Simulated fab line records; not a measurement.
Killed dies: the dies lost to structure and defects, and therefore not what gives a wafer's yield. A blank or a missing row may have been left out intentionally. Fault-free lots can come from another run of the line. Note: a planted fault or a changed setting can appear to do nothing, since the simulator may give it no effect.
Matching of chambers / flow n5_finfet / 4 sister chambers for N5_DUMMY_GATE_ETCH_29 on rie_diel-04
The step etches underlayer in N2/H2, target depth 13 nm. 18 wafers are shown with their chamber, then 9 later ones without.

## WAFERS PAIRED WITH THEIR CHAMBERS
wafer=L074.3; chamber=2; showerhead_plenum_p_Torr (Torr)=2.66; throttle_valve_pct (%)=17.47; drypump_motor_current_A (A)=5.7
wafer=L074.5; chamber=2; showerhead_plenum_p_Torr (Torr)=2.66; throttle_valve_pct (%)=17.49; drypump_motor_current_A (A)=5.8
wafer=L074.6; chamber=3; showerhead_plenum_p_Torr (Torr)=2.52; throttle_valve_pct (%)=18.22; drypump_motor_current_A (A)=5.9
wafer=L079.1; chamber=1; showerhead_plenum_p_Torr (Torr)=2.51; throttle_valve_pct (%)=18.01; drypump_motor_current_A (A)=6.1
wafer=L079.3; chamber=0; showerhead_plenum_p_Torr (Torr)=2.44; throttle_valve_pct (%)=18.18; drypump_motor_current_A (A)=4.7
wafer=L079.5; chamber=1; showerhead_plenum_p_Torr (Torr)=2.51; throttle_valve_pct (%)=18.02; drypump_motor_current_A (A)=6.1
wafer=L080.1; chamber=0; showerhead_plenum_p_Torr (Torr)=2.44; throttle_valve_pct (%)=18.18; drypump_motor_current_A (A)=4.7
wafer=L080.2; chamber=1; showerhead_plenum_p_Torr (Torr)=2.51; throttle_valve_pct (%)=18.02; drypump_motor_current_A (A)=6.1
wafer=L080.4; chamber=2; showerhead_plenum_p_Torr (Torr)=2.65; throttle_valve_pct (%)=17.50; drypump_motor_current_A (A)=5.8
wafer=L082.1; chamber=3; showerhead_plenum_p_Torr (Torr)=2.52; throttle_valve_pct (%)=18.23; drypump_motor_current_A (A)=6.0
wafer=L082.2; chamber=1; showerhead_plenum_p_Torr (Torr)=2.51; throttle_valve_pct (%)=18.02; drypump_motor_current_A (A)=6.1
wafer=L082.3; chamber=2; showerhead_plenum_p_Torr (Torr)=2.65; throttle_valve_pct (%)=17.51; drypump_motor_current_A (A)=5.7
wafer=L084.3; chamber=1; showerhead_plenum_p_Torr (Torr)=2.51; throttle_valve_pct (%)=18.03; drypump_motor_current_A (A)=6.1
wafer=L084.4; chamber=2; showerhead_plenum_p_Torr (Torr)=2.65; throttle_valve_pct (%)=17.51; drypump_motor_current_A (A)=5.7
wafer=L084.6; chamber=2; showerhead_plenum_p_Torr (Torr)=2.65; throttle_valve_pct (%)=17.51; drypump_motor_current_A (A)=5.7
wafer=L086.2; chamber=2; showerhead_plenum_p_Torr (Torr)=2.65; throttle_valve_pct (%)=17.50; drypump_motor_current_A (A)=5.8
wafer=L086.3; chamber=0; showerhead_plenum_p_Torr (Torr)=2.43; throttle_valve_pct (%)=18.20; drypump_motor_current_A (A)=4.7
wafer=L086.5; chamber=2; showerhead_plenum_p_Torr (Torr)=2.65; throttle_valve_pct (%)=17.52; drypump_motor_current_A (A)=5.8

SIGNATURES (averages over the wafers above)
reading=showerhead_plenum_p_Torr; chamber 0=2.4367; chamber 1=2.5100; chamber 2=2.6525; chamber 3=2.5200; scatter within a chamber=0.00393
reading=throttle_valve_pct; chamber 0=18.1867; chamber 1=18.0200; chamber 2=17.5012; chamber 3=18.2250; scatter within a chamber=0.0125
reading=drypump_motor_current_A; chamber 0=4.700; chamber 1=6.100; chamber 2=5.750; chamber 3=5.950; scatter within a chamber=0.0423
Rule: a wafer's distance from a chamber is the root of the sum, over the readings, of the square of ((its reading less the chamber's mean) divided by the reading's scatter). The wafer belongs to the nearest chamber; if the next one is less than 2 further off, it can't be placed. How the scatter is found: for the shown wafers, subtract from each reading the mean of its chamber, square and add these, divide the total by (wafers less chambers), then take the root.

## WAFERS WITHOUT THEIR CHAMBER
wafer=L088.1; showerhead_plenum_p_Torr (Torr)=2.64; throttle_valve_pct (%)=17.52; drypump_motor_current_A (A)=5.7
wafer=L088.3; showerhead_plenum_p_Torr (Torr)=2.43; throttle_valve_pct (%)=18.20; drypump_motor_current_A (A)=4.7
wafer=L088.5; showerhead_plenum_p_Torr (Torr)=2.50; throttle_valve_pct (%)=18.04; drypump_motor_current_A (A)=6.1
wafer=L092.1; showerhead_plenum_p_Torr (Torr)=2.51; throttle_valve_pct (%)=18.25; drypump_motor_current_A (A)=5.9
wafer=L092.3; showerhead_plenum_p_Torr (Torr)=2.64; throttle_valve_pct (%)=17.55; drypump_motor_current_A (A)=5.8
wafer=L092.4; showerhead_plenum_p_Torr (Torr)=2.42; throttle_valve_pct (%)=18.24; drypump_motor_current_A (A)=4.7
wafer=L093.2; showerhead_plenum_p_Torr (Torr)=2.64; throttle_valve_pct (%)=17.55; drypump_motor_current_A (A)=5.8
wafer=L093.4; showerhead_plenum_p_Torr (Torr)=2.64; throttle_valve_pct (%)=17.56; drypump_motor_current_A (A)=5.7
wafer=L093.5; showerhead_plenum_p_Torr (Torr)=2.42; throttle_valve_pct (%)=18.24; drypump_motor_current_A (A)=4.7

## WHICH CHAMBER EACH ONE RAN IN
wafer=L088.1; from the rows above=2; in truth=2
wafer=L088.3; from the rows above=0; in truth=0
wafer=L088.5; from the rows above=1; in truth=1
wafer=L092.1; from the rows above=3; in truth=3
wafer=L092.3; from the rows above=2; in truth=2
wafer=L092.4; from the rows above=0; in truth=0
wafer=L093.2; from the rows above=2; in truth=2
wafer=L093.4; from the rows above=2; in truth=2
wafer=L093.5; from the rows above=0; in truth=0
9 of 9 placed correctly. Can't be placed from these rows: 0. Wrongly placed: 0.
